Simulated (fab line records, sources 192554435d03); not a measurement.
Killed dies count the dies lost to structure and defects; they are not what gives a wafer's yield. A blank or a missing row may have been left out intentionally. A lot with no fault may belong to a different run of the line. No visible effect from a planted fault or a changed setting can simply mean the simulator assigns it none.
Chamber matching | flow n5Finfet | N5_PMOS_HMC_CHANNEL_EPI_HM_DEP_34 on pecvd-03 has 3 sister chambers
The step deposits SiO2 from TEOS/O2, target thk 36 nm, time 6.9 s. 3 wafers are shown with their chamber, then 7 later ones without.

EACH WAFER AND ITS CHAMBER
wafer  | chamber | showerheadPlenumPTorr (Torr)
L086.3 | 2       | 8.31
L088.2 | 0       | 8.33
L088.3 | 1       | 8.42

WAFERS MISSING THEIR CHAMBER
wafer  | showerheadPlenumPTorr (Torr)
L088.5 | 8.36
L092.2 | 8.35
L092.3 | 8.34
L092.5 | 8.36
L094.2 | 8.40
L094.3 | 8.34
L094.5 | 8.35

EACH ONE'S CHAMBER
wafer  | from the rows above          | in truth
L088.5 | can't be placed: 0 or 2 or 1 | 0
L092.2 | can't be placed: 0 or 2      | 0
L092.3 | can't be placed: 0 or 2      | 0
L092.5 | can't be placed: 0 or 2 or 1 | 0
L094.2 | 1                            | 1
L094.3 | can't be placed: 0 or 2      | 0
L094.5 | can't be placed: 0 or 2      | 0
1 of 7 placed correctly. Unplaceable from these rows: 6, with the true chamber sitting among the candidates in 6. Wrongly placed: 0.
How it was worked out, from the rows above alone: a wafer's distance from a chamber is the root of the sum, over the readings, of the square of ((its reading less the chamber's mean) divided by the reading's scatter). If the next closest chamber is less than 2 further off than the closest, the wafer can't be placed; otherwise it belongs to the closest. The mean given for a chamber averages the wafers shown for that chamber. The scatter: with one shown wafer a chamber, the root of the mean of the squares of how far each hidden wafer lies from its nearest shown one.
